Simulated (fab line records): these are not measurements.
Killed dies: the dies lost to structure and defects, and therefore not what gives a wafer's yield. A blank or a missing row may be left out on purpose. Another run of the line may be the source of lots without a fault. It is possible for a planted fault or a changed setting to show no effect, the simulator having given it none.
fab line records	flow n5_finfet
[record] lots = 7	wafers = 39
route steps=1938 shown FIN_SAQP@114 DUMMY_GATE@234 SD_EPI_P@302 GATE_CUT@510 MOL_CONTACT_COAG@608 BEOL_M1@814 BEOL_M4@1040 BEOL_M6@1254 BEOL_M11@1590 BEOL_M14@1753 PASSIVATION@1928
start_h: the number of hours between the record's first day and the start of the first shown wafer of the lot	wait_h: hours from the lot's prior step to this one	" repeats the value in the row above	L1.1+2: a single row standing in for several wafers	- no value, or no start was given	* or withheld: withheld	< > ~ a bound
route shown NAME@n: names a module that has steps shown in the file, with the first one's number in the route	usual: the fault-free wafers' mean and standard deviation	same: alike in all rows	chamber/n: place in a boat	sites: readings site by site	_std_site: standard deviation across them	_edge_site: the outer-site mean with the inner-site mean subtracted	radius_mm: how far each site lies from the wafer's centre	mask NAME#n: copy n	behind: the tool/chamber that last shaped the wafer	hold: reason for holding the lot/hours on hold/outcome of the hold	device: the transistor (n, p or np) that didn't switch	end of line: the route-end tests of the same wafers	for a step that has no rows: nothing shown but its recipe	killed: not the wafer's yield, but the dies lost to structure and defects at the first sort	map: a wafer's dies, x killed, . not, _ none there
set.NAME: the run value of the setting; set.NAME@STEP: its run value at that earlier step	model.NAME: the simulator's own value behind a step, which no gauge read
lots run with intentionally changed settings; tables by step, rows by wafer
[[steps]]
[step N5_FIN_SAQP_DESCUM_21]
[recipe] chemistry = O2	time_s = 7.9	source_power_w = 50	bias_power_w = 20	pressure_mtorr = 20	rf_frequency_hz = 2.712e+07	temp_c = 40	resist = CAR-ArF	o2_flow_sccm = 225
[step N5_DUMMY_GATE_DESCUM_20]
[recipe] chemistry = O2	time_s = 6.2	source_power_w = 50	bias_power_w = 20	pressure_mtorr = 20	rf_frequency_hz = 2.712e+07	temp_c = 40	resist = CAR-EUV	o2_flow_sccm = 225
[step N5_SD_EPI_P_DEVELOP_08]
[recipe] develop_time_s = 30	developer = TMAH	resist = CAR-ArF-block	dev_temp_c = 23	rinse_liquid = diw	dry = air_spin
[step N5_GATE_CUT_ALD_22]
[recipe] material = SiNx	target_thk_a = 160	temp_c = 400	ald_precursor_family = SiH2I2	ald_co_reactant = N2/H2-plasma	pulse_time_s = 1	ald_cycles = 320	purge_time_s = 2	co_reactant_purge_time_s = 2	pressure_torr = 2
[step N5_MOL_CONTACT_COAG_ALD_133]
[recipe] material = SiO2	target_thk_a = 50	temp_c = 100	ald_precursor_family = BDEAS	ald_co_reactant = O2-plasma	pulse_time_s = 1	co_reactant_pulse_time_s = 1	purge_time_s = 2	co_reactant_purge_time_s = 2	ald_cycles = 35	pressure_torr = 2
[step N5_BEOL_M1_SPUTTER_48]
[recipe] material = Cu	target_thk_a = 45	temp_c = -20	chamber_pressure_pa = 0.07	power_w = withheld	time_s = 8.29
[step N5_BEOL_M4_ETCH_64]
[recipe] chemistry = N2/H2	target = SOC	target_depth_a = 750	overetch_a = 225	mask_material = SiARC	temp_c = 40	time_s = 121.9	ion_energy_ev = 200	pressure_mtorr = 30	source_w = 840	bias_w = 150	n2_flow_sccm = 200	h2_flow_sccm = 200
[step N5_BEOL_M4_SPUTTER_86]
[step N5_BEOL_M6_SPUTTER_48]
[recipe] material = Cu	target_thk_a = 100	temp_c = -20	bias_v = 60	power_w = 26000	chamber_pressure_pa = 0.13	time_s = 1.667
[step N5_BEOL_M11_ALD_74]
[recipe] material = TaN	target_thk_a = 20	temp_c = 275	ald_precursor_family = PDMAT	ald_co_reactant = NH3	pressure_torr = 3	carrier_flow_sccm = 1500	pulse_time_s = 2	purge_time_s = 3	co_reactant_purge_time_s = 2	co_reactant_pulse_time_s = 3	ald_cycles = 40	precursor_vessel_temp_c = 75	precursor_vessel_pressure_torr = 26.25	precursor_vessel_carrier_sccm = 1000
[step N5_BEOL_M14_TRENCH_ETCH_34]
[recipe] chemistry = C4F8/O2/Ar	target = SiO2	target_depth_a = 5566.5	mask_material = SOC	he_inner_torr = 15	he_outer_torr = 30	time_s = 126.9	ion_energy_ev = 800	pressure_mtorr = 20	source_w = 1905	bias_w = 2040	Ar_flow_sccm = 400	C4F8_flow_sccm = 16	O2_flow_sccm = 12
[step N5_PASSIVATION_DESCUM_46]
[recipe] chemistry = O2	time_s = 7.9	source_power_w = 50	bias_power_w = 20	pressure_mtorr = 20	rf_frequency_hz = 2.712e+07	temp_c = 40	o2_flow_sccm = 225
[step N5_PASSIVATION_PROBE_49]
[usual] killed_at_M4_up = 13/5.9
lot.wafer	tool	chamber	start_h	wait_h	set.time_s@FIN_SAQP_DESCUM_21	set.time_s@DUMMY_GATE_DESCUM_20	set.develop_time_s@SD_EPI_P_DEVELOP_08	set.ald_cycles@GATE_CUT_ALD_22	set.ald_cycles@MOL_CONTACT_COAG_ALD_133	set.target_thk_a@BEOL_M1_SPUTTER_48	set.target_depth_a@BEOL_M4_ETCH_64	set.time_s@BEOL_M4_SPUTTER_86	set.time_s@BEOL_M6_SPUTTER_48	set.ald_cycles@BEOL_M11_ALD_74	set.time_s@BEOL_M14_TRENCH_ETCH_34	set.time_s@PASSIVATION_DESCUM_46	killed_at_M4_up
L075.1	prober-01	-	294.32	0.0	10.07	6.2	43.46	320	16	34.15	511	8.29	1.667	40	69.64	7.9	14
L075.2	prober-01	-	294.37	0.1	10.07	6.2	30	230	16	34.15	750	5.408	1.667	40	126.9	7.9	7
L075.3	prober-01	-	294.42	0.1	10.07	9.114	30	320	35	34.15	511	8.29	1.667	21	69.64	7.9	71
L075.4	prober-01	-	294.47	0.2	7.9	9.114	30	230	35	45	750	8.29	1.667	40	126.9	9.781	18
L075.5	prober-01	-	294.52	0.2	7.9	9.114	43.46	230	16	45	511	5.408	1.667	21	126.9	9.781	11
L075.6	prober-01	-	294.57	0.3	7.9	6.2	43.46	320	35	45	750	5.408	1.667	21	69.64	9.781	40
L078.1	prober-02	-	341.56	0.0	7.9	6.2	30	320	14	54.93	750	10.2	0.9537	27	165.2	7.9	65
L078.2	prober-02	-	341.61	0.1	3.457	6.2	22.33	320	35	45	1135	10.2	0.9537	40	126.9	5.172	69
L078.3	prober-02	-	341.66	0.1	3.457	6.2	30	320	35	45	750	10.2	1.667	27	165.2	5.172	24
L078.4	prober-02	-	341.71	0.2	7.9	6.2	30	320	35	54.93	1135	8.29	1.667	40	165.2	7.9	26
L078.5	prober-02	-	341.76	0.2	7.9	6.2	22.33	320	14	45	1135	8.29	1.667	27	126.9	7.9	17
L078.6	prober-02	-	341.81	0.3	3.457	6.2	22.33	320	14	54.93	750	8.29	0.9537	40	126.9	5.172	80
L080.3	prober-02	-	371.86	0.1	7.9	6.2	30	320	35	45	750	8.29	1.667	40	126.9	7.9	13
L080.4	prober-02	-	371.91	0.2	7.9	6.2	30	320	35	45	750	8.29	1.667	40	126.9	7.9	17
L080.5	prober-02	-	371.96	0.2	7.9	6.2	30	320	35	45	750	8.29	1.667	40	126.9	7.9	16
L079.1	prober-01	-	372.04	0.0	5.457	6.2	17.17	320	35	45	750	8.29	0.9719	58	167.9	7.9	66
L079.2	prober-01	-	372.09	0.1	5.457	6.2	30	320	35	45	471.8	8.29	1.667	58	126.9	9.609	15
L079.3	prober-01	-	372.14	0.1	7.9	6.2	30	442	35	45	750	8.29	1.667	40	126.9	9.609	29
L079.4	prober-01	-	372.19	0.2	7.9	6.2	30	442	35	45	750	8.29	0.9719	58	167.9	9.609	65
L079.5	prober-01	-	372.24	0.2	5.457	6.2	17.17	442	35	45	471.8	8.29	1.667	40	167.9	7.9	7
L079.6	prober-01	-	372.29	0.3	7.9	6.2	17.17	320	35	45	471.8	8.29	0.9719	40	126.9	7.9	87
L083.1	prober-02	-	395.80	0.0	4.077	7.753	20.27	489	35	45	750	5.589	1.667	40	126.9	7.9	37
L083.2	prober-02	-	395.85	0.1	7.9	6.2	30	320	35	45	397.9	5.589	1.667	59	126.9	6.629	17
L083.3	prober-02	-	395.90	0.1	4.077	7.753	30	320	35	45	750	8.29	1.667	59	197.9	7.9	25
L083.4	prober-02	-	395.95	0.2	7.9	7.753	20.27	489	47	45	397.9	5.589	1.667	40	197.9	6.629	22
L083.5	prober-02	-	396.00	0.2	7.9	6.2	20.27	320	47	45	750	8.29	1.667	59	197.9	6.629	18
L083.6	prober-02	-	396.05	0.3	4.077	6.2	30	489	47	45	397.9	8.29	1.667	40	126.9	7.9	28
L089.1	prober-01	-	417.35	0.0	4.564	6.2	30	320	35	45	750	8.29	0.7067	40	62.65	5.423	233
L089.2	prober-01	-	417.40	0.1	4.564	6.2	30	320	35	24.4	750	8.29	0.7067	19	126.9	5.423	195
L089.3	prober-01	-	417.45	0.1	7.9	8.899	30	320	35	45	750	8.29	0.7067	40	126.9	7.9	178
L089.4	prober-01	-	417.50	0.2	4.564	8.899	30	320	35	24.4	750	8.29	1.667	19	62.65	7.9	154
L089.5	prober-01	-	417.55	0.2	7.9	8.899	30	320	35	24.4	750	8.29	1.667	40	126.9	7.9	8
L089.6	prober-01	-	417.60	0.3	7.9	6.2	30	320	35	45	750	8.29	1.667	19	62.65	5.423	108
L094.1	prober-01	-	464.21	0.0	7.9	6.2	30	375	35	26.85	750	8.29	1.667	40	198.1	7.9	13
L094.2	prober-01	-	464.26	0.1	7.9	3.448	30	375	35	45	750	8.29	1.667	40	126.9	7.9	6
L094.3	prober-01	-	464.31	0.1	7.9	6.2	30	320	35	45	750	8.29	1.667	62	126.9	7.9	4
L094.4	prober-01	-	464.36	0.2	7.9	6.2	30	320	35	26.85	750	8.29	1.667	62	126.9	7.9	14
L094.5	prober-01	-	464.41	0.2	7.9	3.448	30	375	35	45	750	8.29	1.667	62	198.1	7.9	14
L094.6	prober-01	-	464.46	0.3	7.9	3.448	30	320	35	26.85	750	8.29	1.667	40	198.1	7.9	5
// killed by level:class
L075.1 MOL_CONTACT_COAG:area_ald=1084 STI_FIN_REVEAL:geometric_particle:open=17 FIN_SAQP:geometric_particle:short=11 BEOL_M1:geometric_particle:open=6 FIN_SAQP:geometric_particle:open=5 BEOL_M0_SAQP:geometric_particle:short=5 STI_FIN_REVEAL:geometric_particle:short=4 GATE_CUT:geometric_particle:open=4
L075.2 MOL_CONTACT_COAG:area_ald=1066 FIN_SAQP:geometric_particle:short=17 STI_FIN_REVEAL:geometric_particle:open=16 BEOL_M1:geometric_particle:open=9 BEOL_M3:geometric_particle:open=6 FIN_SAQP:geometric_particle:open=6 BEOL_M0_SAQP:geometric_particle:short=5 GATE_CUT:geometric_particle:open=4
L075.3 BEOL_M14:area_ecd=32 BEOL_M0_SAQP:geometric_particle:short=12 BEOL_M4:geometric_particle:open=12 BEOL_M5:geometric_particle:open=11 FIN_SAQP:geometric_particle:open=10 BEOL_M1:geometric_particle:open=10 FIN_SAQP:geometric_particle:short=8 BEOL_M0_SAQP:geometric_particle:open=8
L075.4 STI_FIN_REVEAL:geometric_particle:open=8 MOL_CONTACT_COAG:geometric_particle:open=6 BEOL_M1:geometric_particle:open=6 BEOL_M4:geometric_particle:open=6 FIN_SAQP:geometric_particle:open=5 FIN_SAQP:geometric_particle:short=5 GATE_CUT:geometric_particle:short=5 BEOL_M3:geometric_particle:open=5
L075.5 MOL_CONTACT_COAG:area_ald=1095 FIN_SAQP:geometric_particle:short=11 BEOL_M3:geometric_particle:open=9 BEOL_M0_SAQP:geometric_particle:open=8 BEOL_M0_SAQP:geometric_particle:short=6 BEOL_M3:geometric_particle:short=6 FIN_SAQP:geometric_particle:open=4 STI_FIN_REVEAL:geometric_particle:open=4
L075.6 BEOL_M14:area_ecd=18 FIN_SAQP:geometric_particle:short=9 MOL_CONTACT_COAG:geometric_particle:open=6 BEOL_M4:geometric_particle:open=6 M11:area_ald=6 STI_FIN_REVEAL:geometric_particle:open=5 BEOL_M5:geometric_particle:open=5 STARTING-WAFER:geometric_particle:short=5
L078.1 MOL_CONTACT_COAG:area_ald=1062 BEOL_M6:interface_void_opened=55 MOL_CONTACT_COAG:geometric_particle:open=9 BEOL_M1:geometric_particle:open=6 BEOL_M0_SAQP:geometric_particle:open=5 BEOL_M0:geometric_particle:open=4 BEOL_M2:geometric_particle:open=4 STARTING-WAFER:geometric_particle:open=3
L078.2 BEOL_M6:interface_void_opened=56 MOL_CONTACT_COAG:geometric_particle:open=11 BEOL_M3:geometric_particle:open=7 FIN_SAQP:geometric_particle:short=6 STI_FIN_REVEAL:geometric_particle:open=6 BEOL_M2:geometric_particle:open=6 BEOL_M0_SAQP:geometric_particle:short=6 BEOL_M0_SAQP:geometric_particle:open=5
L078.3 MOL_CONTACT_COAG:geometric_particle:open=13 FIN_SAQP:geometric_particle:short=10 BEOL_M2:geometric_particle:open=10 FIN_SAQP:geometric_particle:open=9 BEOL_M3:geometric_particle:open=6 BEOL_M2:geometric_particle:short=5 BEOL_M4:geometric_particle:open=5 M9:area_ald=5
L078.4 FIN_SAQP:geometric_particle:short=15 FIN_SAQP:geometric_particle:open=11 BEOL_M2:geometric_particle:open=10 STI_FIN_REVEAL:geometric_particle:open=7 MOL_CONTACT_COAG:geometric_particle:open=6 BEOL_M0_SAQP:geometric_particle:open=6 BEOL_M5:geometric_particle:open=6 BEOL_M0_SAQP:geometric_particle:short=5
L078.5 MOL_CONTACT_COAG:area_ald=1099 BEOL_M0_SAQP:geometric_particle:open=8 BEOL_M3:geometric_particle:open=8 FIN_SAQP:geometric_particle:short=6 BEOL_M2:geometric_particle:open=5 BEOL_M4:geometric_particle:open=5 STI_FIN_REVEAL:geometric_particle:open=4 GATE_CUT:geometric_particle:short=4
L078.6 MOL_CONTACT_COAG:area_ald=1021 BEOL_M6:interface_void_opened=66 FIN_SAQP:geometric_particle:short=8 MOL_CONTACT_COAG:geometric_particle:open=8 STI_FIN_REVEAL:geometric_particle:open=7 FIN_SAQP:geometric_particle:open=6 BEOL_M3:geometric_particle:open=6 BEOL_M5:geometric_particle:open=6
L080.3 BEOL_M3:geometric_particle:open=13 FIN_SAQP:geometric_particle:short=11 MOL_CONTACT_COAG:geometric_particle:open=11 FIN_SAQP:geometric_particle:open=9 BEOL_M2:geometric_particle:open=9 BEOL_M1:geometric_particle:open=8 STI_FIN_REVEAL:geometric_particle:open=5 DUMMY_GATE:geometric_particle:open=4
L080.4 MOL_CONTACT_COAG:geometric_particle:open=13 BEOL_M0_SAQP:geometric_particle:short=13 BEOL_M4:geometric_particle:open=12 FIN_SAQP:geometric_particle:short=9 BEOL_M3:geometric_particle:open=9 BEOL_M1:geometric_particle:open=8 BEOL_M2:geometric_particle:open=7 BEOL_M0_SAQP:geometric_particle:open=6
L080.5 BEOL_M2:geometric_particle:open=10 BEOL_M3:geometric_particle:open=9 STI_FIN_REVEAL:geometric_particle:open=8 MOL_CONTACT_COAG:geometric_particle:open=8 BEOL_M4:geometric_particle:open=8 FIN_SAQP:geometric_particle:open=6 PASS1_CAP:geometric_particle:short=6 FIN_SAQP:geometric_particle:short=5
L079.1 BEOL_M6:interface_void_opened=54 FIN_SAQP:geometric_particle:open=17 BEOL_M0_SAQP:geometric_particle:short=13 BEOL_M3:geometric_particle:open=13 FIN_SAQP:geometric_particle:short=11 STI_FIN_REVEAL:geometric_particle:open=9 BEOL_M0_SAQP:geometric_particle:open=7 BEOL_M2:geometric_particle:open=6
L079.2 MOL_CONTACT_COAG:geometric_particle:open=11 BEOL_M0_SAQP:geometric_particle:short=10 FIN_SAQP:geometric_particle:short=8 FIN_SAQP:geometric_particle:open=8 STI_FIN_REVEAL:geometric_particle:open=7 BEOL_M3:geometric_particle:open=7 BEOL_M0_SAQP:geometric_particle:open=6 STARTING-WAFER:geometric_particle:open=6
L079.3 FIN_SAQP:geometric_particle:open=18 MOL_CONTACT_COAG:geometric_particle:open=13 FIN_SAQP:geometric_particle:short=10 BEOL_M0_SAQP:geometric_particle:short=9 BEOL_M4:geometric_particle:open=9 BEOL_M5:geometric_particle:open=8 MOL_CONTACT_COAG:geometric_particle:short=6 BEOL_M0_SAQP:geometric_particle:open=6
L079.4 BEOL_M6:interface_void_opened=53 MOL_CONTACT_COAG:geometric_particle:open=9 BEOL_M2:geometric_particle:open=8 BEOL_M3:geometric_particle:open=7 BEOL_M0_SAQP:geometric_particle:open=6 BEOL_M4:geometric_particle:open=6 STI_FIN_REVEAL:geometric_particle:open=5 BEOL_M0_SAQP:geometric_particle:short=5
L079.5 BEOL_M0_SAQP:geometric_particle:short=12 BEOL_M3:geometric_particle:open=9 MOL_CONTACT_COAG:geometric_particle:open=9 FIN_SAQP:geometric_particle:short=8 BEOL_M0_SAQP:geometric_particle:open=8 FIN_SAQP:geometric_particle:open=7 STI_FIN_REVEAL:geometric_particle:open=5 STARTING-WAFER:geometric_particle:open=4
L079.6 BEOL_M6:interface_void_opened=67 BEOL_M0:geometric_particle:open=9 STI_FIN_REVEAL:geometric_particle:open=8 FIN_SAQP:geometric_particle:short=7 BEOL_M0_SAQP:geometric_particle:open=7 BEOL_M4:geometric_particle:open=7 BEOL_M3:geometric_particle:open=6 MOL_CONTACT_COAG:geometric_particle:open=5
L083.1 BEOL_M4:geometric_particle:open=21 DUMMY_GATE:geometric_particle:open=9 BEOL_M2:geometric_particle:open=9 BEOL_M4:geometric_particle:short=8 BEOL_M0_SAQP:geometric_particle:short=7 STI_FIN_REVEAL:geometric_particle:open=6 BEOL_M1:geometric_particle:open=6 BEOL_M3:geometric_particle:open=6
L083.2 FIN_SAQP:geometric_particle:open=11 MOL_CONTACT_COAG:geometric_particle:open=11 BEOL_M1:geometric_particle:open=11 BEOL_M4:geometric_particle:open=10 FIN_SAQP:geometric_particle:short=7 DUMMY_GATE:geometric_particle:open=7 BEOL_M0_SAQP:geometric_particle:open=7 BEOL_M3:geometric_particle:open=7
L083.3 BEOL_M4:geometric_particle:open=15 BEOL_M1:geometric_particle:open=9 FIN_SAQP:geometric_particle:open=8 MOL_CONTACT_COAG:geometric_particle:open=7 BEOL_M3:geometric_particle:open=6 BEOL_M2:geometric_particle:open=5 STI_FIN_REVEAL:geometric_particle:open=4 GATE_CUT:geometric_particle:short=3
L083.4 MOL_CONTACT_COAG:area_ald=947 STI_FIN_REVEAL:geometric_particle:open=16 MOL_CONTACT_COAG:geometric_particle:open=15 BEOL_M3:geometric_particle:open=8 BEOL_M4:geometric_particle:open=7 BEOL_M4:geometric_particle:short=7 FIN_SAQP:geometric_particle:open=6 FIN_SAQP:geometric_particle:short=6
L083.5 MOL_CONTACT_COAG:area_ald=930 BEOL_M3:geometric_particle:open=15 BEOL_M4:geometric_particle:open=14 MOL_CONTACT_COAG:geometric_particle:open=11 FIN_SAQP:geometric_particle:short=7 BEOL_M0_SAQP:geometric_particle:short=7 BEOL_M2:geometric_particle:open=7 FIN_SAQP:geometric_particle:open=6
L083.6 MOL_CONTACT_COAG:area_ald=943 BEOL_M4:geometric_particle:open=18 BEOL_M0_SAQP:geometric_particle:open=14 MOL_CONTACT_COAG:geometric_particle:open=11 FIN_SAQP:geometric_particle:open=9 BEOL_M0_SAQP:geometric_particle:short=8 FIN_SAQP:geometric_particle:short=7 DUMMY_GATE:geometric_particle:open=6
L089.1 BEOL_M6:interface_void_opened=164 BEOL_M14:area_ecd=62 BEOL_M0_SAQP:geometric_particle:short=13 BEOL_M0_SAQP:geometric_particle:open=10 FIN_SAQP:geometric_particle:short=7 FIN_SAQP:geometric_particle:open=7 BEOL_M1:geometric_particle:open=7 BEOL_M3:geometric_particle:open=7
L089.2 BEOL_M6:interface_void_opened=169 BEOL_M0_SAQP:geometric_particle:open=14 BEOL_M2:geometric_particle:open=13 BEOL_M0_SAQP:geometric_particle:short=12 MOL_CONTACT_COAG:geometric_particle:open=10 M11:area_ald=10 BEOL_M1:geometric_particle:open=9 BEOL_M0:geometric_particle:open=7
L089.3 BEOL_M6:interface_void_opened=167 BEOL_M0_SAQP:geometric_particle:open=15 FIN_SAQP:geometric_particle:open=11 BEOL_M1:geometric_particle:open=9 FIN_SAQP:geometric_particle:short=8 MOL_CONTACT_COAG:geometric_particle:open=8 BEOL_M0_SAQP:geometric_particle:short=8 BEOL_M2:geometric_particle:open=7
L089.4 BEOL_M14:area_ecd=129 BEOL_M0_SAQP:geometric_particle:open=16 BEOL_M3:geometric_particle:open=11 M11:area_ald=11 MOL_CONTACT_COAG:geometric_particle:open=9 BEOL_M1:geometric_particle:open=9 BEOL_M2:geometric_particle:open=8 BEOL_M0_SAQP:geometric_particle:short=7
L089.5 BEOL_M0_SAQP:geometric_particle:short=26 BEOL_M0_SAQP:geometric_particle:open=25 MOL_CONTACT_COAG:geometric_particle:open=9 BEOL_M0:geometric_particle:open=7 FIN_SAQP:geometric_particle:open=6 BEOL_M1:interface_void_opened=5 BEOL_M1:geometric_particle:open=4 BEOL_M2:geometric_particle:open=4
L089.6 BEOL_M14:area_ecd=81 M11:area_ald=17 BEOL_M0_SAQP:geometric_particle:short=14 BEOL_M1:geometric_particle:open=13 MOL_CONTACT_COAG:geometric_particle:open=10 BEOL_M0_SAQP:geometric_particle:open=9 FIN_SAQP:geometric_particle:short=6 GATE_CUT:geometric_particle:short=5
L094.1 MOL_CONTACT_COAG:geometric_particle:open=18 STI_FIN_REVEAL:geometric_particle:open=7 FIN_SAQP:geometric_particle:open=6 BEOL_M0_SAQP:geometric_particle:short=5 BEOL_M0:geometric_particle:open=5 BEOL_M2:geometric_particle:short=5 BEOL_M4:geometric_particle:open=4 GATE_CUT:geometric_particle:short=4
L094.2 STI_FIN_REVEAL:geometric_particle:open=9 BEOL_M0_SAQP:geometric_particle:short=9 FIN_SAQP:geometric_particle:open=8 MOL_CONTACT_COAG:geometric_particle:open=8 MOL_CONTACT_COAG:geometric_particle:short=7 BEOL_M2:geometric_particle:open=7 FIN_SAQP:geometric_particle:short=6 BEOL_M0_SAQP:geometric_particle:open=3
L094.3 FIN_SAQP:geometric_particle:open=12 MOL_CONTACT_COAG:geometric_particle:open=12 FIN_SAQP:geometric_particle:short=8 STI_FIN_REVEAL:geometric_particle:open=8 BEOL_M0_SAQP:geometric_particle:short=6 BEOL_M1:geometric_particle:open=6 BEOL_M0_SAQP:geometric_particle:open=5 STARTING-WAFER:geometric_particle:open=4
L094.4 MOL_CONTACT_COAG:geometric_particle:open=23 STI_FIN_REVEAL:geometric_particle:open=17 BEOL_M1:geometric_particle:open=10 FIN_SAQP:geometric_particle:short=7 STI_FIN_REVEAL:geometric_particle:short=6 BEOL_M4:geometric_particle:open=4 FIN_SAQP:geometric_particle:open=3 BEOL_M0_SAQP:geometric_particle:short=3
L094.5 MOL_CONTACT_COAG:geometric_particle:open=17 STI_FIN_REVEAL:geometric_particle:open=13 BEOL_M0_SAQP:geometric_particle:open=10 GATE_CUT:geometric_particle:open=9 BEOL_M3:geometric_particle:open=6 MOL_CONTACT_COAG:geometric_particle:short=5 BEOL_M0_SAQP:geometric_particle:short=5 BEOL_M8:geometric_particle:open=4
L094.6 MOL_CONTACT_COAG:geometric_particle:open=24 STI_FIN_REVEAL:geometric_particle:open=11 BEOL_M1:geometric_particle:open=7 FIN_SAQP:geometric_particle:open=6 FIN_SAQP:geometric_particle:short=6 BEOL_M0_SAQP:geometric_particle:short=5 MOL_CONTACT_COAG:geometric_particle:short=4 BEOL_M0_SAQP:geometric_particle:open=4
[[key]]
[split] step = N5_FIN_SAQP_DESCUM_21	setting = time_s	stated_as = 7.9
response none clear
[split] step = N5_DUMMY_GATE_DESCUM_20	setting = time_s	stated_as = 6.2
response none clear
[split] step = N5_SD_EPI_P_DEVELOP_08	setting = develop_time_s	stated_as = 30
response none clear
[split] step = N5_GATE_CUT_ALD_22	setting = ald_cycles	stated_as = 320
response none clear
[split] step = N5_MOL_CONTACT_COAG_ALD_133	setting = ald_cycles	stated_as = 35
response none clear
[split] step = N5_BEOL_M1_SPUTTER_48	setting = target_thk_a	stated_as = 45
response none clear
[split] step = N5_BEOL_M4_ETCH_64	setting = target_depth_a	stated_as = 750
response none clear
[split] step = N5_BEOL_M4_SPUTTER_86	setting = time_s	stated_as = 8.29
response none clear
[split] step = N5_BEOL_M6_SPUTTER_48	setting = time_s	stated_as = 1.667
[response] step = N5_PASSIVATION_PROBE_49	reading = killed_at_M4_up	slope = -1.67	per = 1%	together_with = all	explained = 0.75
[split] step = N5_BEOL_M11_ALD_74	setting = ald_cycles	stated_as = 40
response none clear
[split] step = N5_BEOL_M14_TRENCH_ETCH_34	setting = time_s	stated_as = 126.9
response none clear
[split] step = N5_PASSIVATION_DESCUM_46	setting = time_s	stated_as = 7.9
response none clear
